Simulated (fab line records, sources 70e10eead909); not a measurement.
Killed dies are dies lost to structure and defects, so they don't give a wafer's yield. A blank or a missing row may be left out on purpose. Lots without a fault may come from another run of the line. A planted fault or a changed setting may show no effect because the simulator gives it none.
fab line records | flow nand_harc | part 2 of 2: steps 5 to 6 of 6
record lots=24 wafers=72 last_day=34
route steps=1302 shown A_STAIRCASE@675
lots that met no fault: from a run of the same line without faults
start_h: hours from the record's first day to the start of the lot's first wafer shown | wait_h: hours since the lot's step before | " the same as in the row above | L1.1+2: a row that stands for several wafers | - no value, or no start given | * or withheld: withheld | < > ~ a bound
route shown NAME@n: a module of which the file shows steps, and the number in the route of the first | usual: mean/standard deviation of fault-free wafers | same: alike in all rows | chamber/n: place in a boat | sites: the reading at each site | _std_site: their standard deviation | _edge_site: outer sites' mean less inner sites' | radius_mm: how far each site lies from the wafer's centre | mask NAME#n: copy n | behind: the tool/chamber that last shaped the wafer | hold: why the lot was held/for how many hours/how that ended | device: the transistor (n, p or np) that didn't switch | end of line: the same wafers' tests at the end of the route | a step without rows: its recipe alone | killed: dies lost to structure and defects at the first sort, not the wafer's yield | map: a wafer's dies, x killed, . not, _ none there
set.NAME: the setting as run; set.NAME@STEP: as run at that earlier step | model.NAME: the simulator's own value behind a step, which no gauge read
steps of the route over a sample of lots; a table a step, a row a wafer
services: from which hour (start_h, from the record's first day; less than 0 if before it) a tool's chamber was out of use, for how many hours, and why
## steps
# step NHARC_A_STAIRCASE_DESCUM_219
# recipe time_s=3 o2_flow_sccm=200 ar_flow_sccm=0 bias_power_w=0 chemistry=O2
# usual drypump_motor_current_A=5.8/0.53 oes_product_au=1.003/0.0095 rf_vpp_V=57.8/0.86 showerhead_plenum_p_Torr=1.94/0.073 throttle_valve_pct=11.311/0.0087
# columns lot.wafer tool chamber start_h wait_h drypump_motor_current_A oes_product_au rf_hours_counter_h rf_vpp_V showerhead_plenum_p_Torr throttle_valve_pct
L074.2 rie_diel-09 1 367.48 - 6.6 1.014 15 58.6 1.96 11.282
L074.3 " 3 " " 5.7 1.012 12 58.3 2.00 11.301
L074.5 " 2 " " 5.8 1.021 - 56.9 1.93 11.314
L075.4 rie_diel-01 2 380.07 - 6.6 1.003 51 58.8 1.97 11.303
L075.1 " 3 " " 5.9 1.023 58 56.1 1.81 11.317
L075.6 " 1 " " 5.2 1.007 - 57.7 1.96 11.320
L076.2 rie_diel-09 2 380.30 - 5.8 1.011 16 59.3 1.92 11.310
L076.4 " 3 " " 5.7 1.007 14 59.4 2.00 11.302
L076.1 " 0 " " 6.2 0.987 15 57.6 1.80 11.301
L078.1 rie_diel-09 2 414.81 - 5.8 1.019 31 59.2 1.92 11.316
L078.3 " 3 " " 5.7 0.994 28 58.8 2.00 11.307
L078.5 " 1 " " 6.6 1.012 - 57.5 1.95 11.314
L080.1 rie_diel-04 2 417.53 - 5.6 1.003 16 59.0 1.95 11.294
L080.3 " 3 " " 6.4 0.992 12 56.8 1.87 11.299
L080.2 " 0 " " 5.2 0.998 17 58.0 1.95 11.317
L079.2 rie_diel-01 2 423.27 - 6.6 0.984 10 57.2 1.97 11.313
L079.1 " 1 " " 5.2 0.990 13 58.6 1.96 11.302
L079.4 " 0 " " 5.3 1.018 - 58.5 2.05 11.311
L077.2 rie_diel-04 3 423.65 - 6.4 0.985 13 57.5 1.87 11.298
L077.4 " 0 " " 5.2 0.995 18 56.9 1.95 11.309
L077.3 " 1 " " 5.3 1.014 17 55.6 2.03 11.311
L082.1 rie_diel-09 2 432.27 - 5.8 1.024 36 58.7 1.92 11.305
L082.4 " 0 " " 6.2 0.993 31 57.1 1.79 11.309
L082.5 " 1 " " 6.6 1.000 - 57.9 1.95 11.311
L081.3 rie_diel-01 1 432.69 - 5.2 0.992 17 58.9 1.96 11.314
L081.4 " 3 " " 5.9 1.005 7 59.1 1.81 11.310
L081.5 " 1 " " 5.2 1.003 - 57.3 1.96 11.318
L083.2 rie_diel-09 3 469.29 - 5.7 1.005 45 58.4 1.99 11.315
L083.3 " 0 " " 6.2 0.981 42 58.3 1.79 11.298
L083.5 " 1 " " 6.6 0.996 - 58.6 1.95 11.320
L086.1 rie_diel-04 1 469.60 - 5.3 1.006 31 58.3 2.03 11.323
L086.3 " 2 " " 5.7 1.008 32 57.3 1.94 11.308
L086.4 " 0 " " 5.2 1.006 - 57.9 1.94 11.321
L084.2 rie_diel-04 2 474.22 - 5.6 1.001 34 58.6 1.94 11.323
L084.1 " 0 " " 5.2 1.002 33 57.6 1.94 11.325
L084.4 " 0 " " 5.2 0.997 - 57.1 1.94 11.302
L085.4 rie_diel-01 0 474.53 - 5.3 1.012 33 58.2 2.05 11.322
L085.1 " 2 " " 6.5 1.004 26 57.9 1.96 11.315
L085.6 " 0 " " 5.3 1.017 - 57.3 2.05 11.317
L087.1 rie_diel-01 1 502.93 - 5.1 0.996 37 58.4 1.95 11.323
L087.3 " 2 " " 6.6 1.004 37 58.5 1.96 11.313
L087.5 " 1 " " 5.2 0.990 - 57.4 1.95 11.308
L088.4 rie_diel-04 3 513.93 - 6.4 0.997 42 57.5 1.86 11.312
L088.6 " 0 " " 5.2 1.007 - 57.8 1.93 11.307
L088.5 " 1 " " 5.3 1.004 - 57.6 2.02 11.313
L089.1 rie_diel-01 1 515.18 - 5.2 0.996 41 57.8 1.95 11.315
L089.4 " 3 " " 5.9 1.006 40 56.3 1.80 11.317
L089.5 " 2 " " 6.5 1.001 - 58.2 1.96 11.317
L091.2 rie_diel-01 3 522.86 - 5.9 1.003 42 57.2 1.80 11.325
L091.4 " 0 " " 5.3 1.018 47 58.4 2.04 11.312
L091.5 " 1 " " 5.2 0.992 - 58.2 1.95 11.307
L090.4 rie_diel-04 0 529.53 - 5.2 1.004 58 57.6 1.93 11.294
L090.2 " 2 " " 5.6 1.005 53 57.1 1.94 11.308
L090.5 " 0 " " 5.2 0.999 - 56.4 1.93 11.299
L092.2 rie_diel-01 2 538.09 - 6.6 0.995 50 58.0 1.95 11.312
L092.5 " 0 " " 5.3 1.014 - 58.3 2.04 11.309
L092.6 " 1 " " 5.2 0.999 - 56.3 1.95 11.310
L093.4 rie_diel-09 1 571.46 - 6.6 1.005 20 58.4 1.94 11.314
L093.5 " 3 " " 5.7 1.008 - 58.5 1.98 11.314
L093.6 " 0 " " 6.2 0.991 - 57.0 1.78 11.327
L094.2 rie_diel-04 3 584.12 - 6.4 0.993 10 57.4 1.85 11.309
L094.3 " 1 " " 5.2 0.987 4 58.2 2.02 11.300
L094.4 " 2 " " 5.6 1.003 11 58.7 1.93 11.309
L096.2 rie_diel-01 3 585.67 - 5.9 1.016 6 56.8 1.80 11.316
L096.3 " 0 " " 5.3 1.010 6 56.3 2.04 11.309
L096.1 " 2 " " 6.6 0.998 8 57.7 1.95 11.299
L095.2 rie_diel-09 2 591.46 - 5.8 1.021 30 58.6 1.90 11.320
L095.1 " 0 " " 6.2 1.007 27 58.5 1.78 11.288
L095.5 " 1 " " 6.6 1.004 - 58.0 1.93 11.317
L097.3 rie_diel-09 2 612.97 - 5.8 1.006 35 56.8 1.90 11.312
L097.5 " 3 " " 5.7 1.004 - 57.9 1.98 11.309
L097.6 " 0 " " 6.2 0.998 - 56.2 1.78 11.321
# step NHARC_A_STAIRCASE_TRIM_220
# recipe time_s=211.2 o2_flow_sccm=500 ar_flow_sccm=0 bias_w=0 chemistry=O2
# usual drypump_motor_current_A=5.8/0.53 oes_product_au=1.002/0.011 rf_vpp_V=57.9/0.92 showerhead_plenum_p_Torr=3.56/0.13 throttle_valve_pct=17.036/0.0099
# columns lot.wafer tool chamber start_h wait_h drypump_motor_current_A oes_product_au rf_hours_counter_h rf_vpp_V showerhead_plenum_p_Torr throttle_valve_pct
L074.3 rie_diel-09 1 367.57 0.1 6.6 0.999 15 59.6 3.60 17.040
L074.2 " 2 " " 5.8 1.019 13 56.8 3.55 17.053
L074.5 " 2 " " 5.8 1.023 - 58.9 3.55 17.054
L075.4 rie_diel-01 1 380.14 0.1 5.2 1.010 51 57.5 3.61 17.041
L075.1 " 3 " " 6.0 1.013 58 56.0 3.36 17.037
L075.6 " 1 " " 5.1 0.995 - 58.7 3.61 17.020
L076.4 rie_diel-09 0 380.38 0.1 6.2 0.993 15 56.1 3.33 17.035
L076.1 " 2 " " 5.8 1.020 16 58.5 3.55 17.026
L076.2 " 3 " " 5.7 1.008 14 58.0 3.68 17.058
L078.3 rie_diel-09 0 414.90 0.1 6.2 0.987 26 57.9 3.33 17.032
L078.1 " 2 " " 5.8 1.027 31 57.1 3.54 17.042
L078.5 " 3 " " 5.7 1.012 - 57.3 3.67 17.023
L080.3 rie_diel-04 0 417.61 0.1 5.2 1.004 17 57.4 3.58 17.041
L080.1 " 1 " " 5.3 1.004 16 58.9 3.73 17.031
L080.2 " 3 " " 6.5 0.986 12 59.1 3.45 17.054
L079.2 rie_diel-01 0 423.37 0.1 5.2 1.021 13 57.0 3.77 17.022
L079.1 " 1 " " 5.2 0.981 13 58.5 3.60 17.030
L079.4 " 1 " " 5.2 0.997 - 59.5 3.60 17.044
L077.3 rie_diel-04 0 423.76 0.1 5.2 0.985 18 56.4 3.58 17.025
L077.2 " 1 " " 5.2 1.008 17 58.4 3.73 17.038
L077.4 " 2 " " 5.7 1.006 17 57.6 3.59 17.036
L082.1 rie_diel-09 2 432.36 0.1 5.8 1.021 36 57.4 3.54 17.027
L082.4 " 0 " " 6.2 0.992 31 56.7 3.32 17.017
L082.5 " 1 " " 6.6 1.001 - 57.9 3.59 17.051
L081.3 rie_diel-01 0 432.77 0.1 5.3 1.008 16 57.0 3.77 17.047
L081.4 " 3 " " 5.9 0.997 7 60.3 3.35 17.043
L081.5 " 1 " " 5.2 0.980 - 57.8 3.60 17.038
L083.2 rie_diel-09 0 469.37 0.1 6.2 0.990 43 57.1 3.32 17.041
L083.3 " 2 " " 5.8 1.004 52 57.4 3.53 17.024
L083.5 " 3 " " 5.7 1.006 - 58.4 3.66 17.049
L086.3 rie_diel-04 0 469.69 0.1 5.2 0.981 31 57.8 3.58 17.019
L086.1 " 2 " " 5.6 0.988 32 59.5 3.58 17.033
L086.4 " 2 " " 5.6 0.995 - 58.3 3.58 17.039
L084.2 rie_diel-04 1 474.34 0.1 5.3 1.001 33 58.0 3.72 17.034
L084.1 " 2 " " 5.7 1.003 34 56.2 3.58 17.026
L084.4 " 1 " " 5.3 1.008 - 57.2 3.72 17.047
L085.1 rie_diel-01 1 474.63 0.1 5.2 0.991 29 58.9 3.60 17.039
L085.4 " 2 " " 6.6 1.004 26 57.6 3.61 17.038
L085.6 " 1 " " 5.1 0.977 - 57.2 3.60 17.015
L087.3 rie_diel-01 2 503.02 0.1 6.6 1.005 37 58.3 3.60 17.046
L087.1 " 3 " " 6.0 1.000 37 57.3 3.34 17.044
L087.5 " 3 " " 6.0 1.007 - 58.2 3.34 17.028
L088.4 rie_diel-04 2 514.02 0.1 5.7 1.008 50 56.8 3.57 17.028
L088.6 " 0 " " 5.3 1.003 - 56.1 3.56 17.045
L088.5 " 1 " " 5.3 0.991 - 58.1 3.71 17.037
L089.1 rie_diel-01 0 515.27 0.1 5.3 1.016 46 57.7 3.75 17.023
L089.4 " 1 " " 5.2 0.992 41 56.2 3.59 17.041
L089.5 " 0 " " 5.3 1.014 - 58.5 3.75 17.035
L091.2 rie_diel-01 2 522.94 0.1 6.6 1.000 42 57.3 3.60 17.032
L091.4 " 0 " " 5.3 1.014 47 58.1 3.75 17.045
L091.5 " 1 " " 5.1 0.978 - 58.7 3.59 17.031
L090.4 rie_diel-04 3 529.62 0.1 6.4 0.997 48 59.2 3.43 17.014
L090.2 " 1 " " 5.3 0.991 55 59.8 3.71 17.047
L090.5 " 3 " " 6.4 0.995 - 58.8 3.43 17.027
L092.2 rie_diel-01 0 538.19 0.1 5.3 1.015 55 58.4 3.75 17.039
L092.6 " 2 " " 6.6 0.991 - 59.0 3.60 17.037
L092.5 " 3 " " 5.9 1.011 - 56.8 3.33 17.027
L093.4 rie_diel-09 0 571.58 0.1 6.2 1.003 18 56.5 3.30 17.036
L093.6 " 1 " " 6.6 1.019 - 57.5 3.57 17.041
L093.5 " 2 " " 5.8 1.012 - 56.5 3.51 17.030
L094.2 rie_diel-04 1 584.20 0.1 5.3 0.983 4 58.5 3.70 17.024
L094.4 " 2 " " 5.7 1.005 11 59.0 3.56 17.048
L094.3 " 3 " " 6.5 0.993 10 57.3 3.42 17.038
L096.3 rie_diel-01 2 585.81 0.1 6.5 0.999 8 57.9 3.59 17.041
L096.1 " 3 " " 6.0 1.011 7 57.3 3.33 17.030
L096.2 " 1 " " 5.2 0.995 8 58.2 3.58 17.017
L095.2 rie_diel-09 1 591.58 0.1 6.6 1.006 27 57.2 3.56 17.032
L095.1 " 3 " " 5.7 1.006 30 57.7 3.64 17.023
L095.5 " 0 " " 6.2 1.021 - 56.7 3.30 17.033
L097.3 rie_diel-09 2 613.05 0.1 5.8 1.010 35 57.6 3.50 17.023
L097.5 " 1 " " 6.6 1.009 - 57.0 3.56 17.039
L097.6 " 2 " " 5.8 1.009 - 57.9 3.50 17.036
## services
# columns tool chamber start_h hours kind
plasma_asher-01 - 342.00 9.0 pm
rie_diel-09 0 355.43 - clean
rie_diel-09 1 355.43 - clean
rie_diel-04 - 355.63 9.0 pm
rie_diel-01 2 361.11 8.2 repair
rie_diel-09 0 374.58 1.4 repair
rie_diel-04 2 374.58 1.4 repair
rie_diel-01 - 380.98 9.0 pm
rie_diel-04 3 384.01 14.6 repair
rie_diel-01 3 409.01 15.4 repair
rie_diel-01 2 411.48 2.7 repair
plasma_asher-02 - 426.33 9.0 pm
rie_diel-04 - 457.47 0.5 repair
rie_diel-09 - 498.49 9.0 pm
plasma_asher-01 - 519.00 9.0 pm
rie_diel-04 - 533.12 9.0 pm
rie_diel-01 3 541.46 4.9 repair
plasma_asher-01 - 547.22 4.2 repair
rie_diel-01 - 557.98 9.0 pm
rie_diel-04 1 560.84 20.0 repair
rie_diel-04 2 587.25 2.7 repair
plasma_asher-01 - 602.06 5.1 repair
plasma_asher-02 - 603.33 9.0 pm
plasma_asher-02 - 612.34 2.1 repair
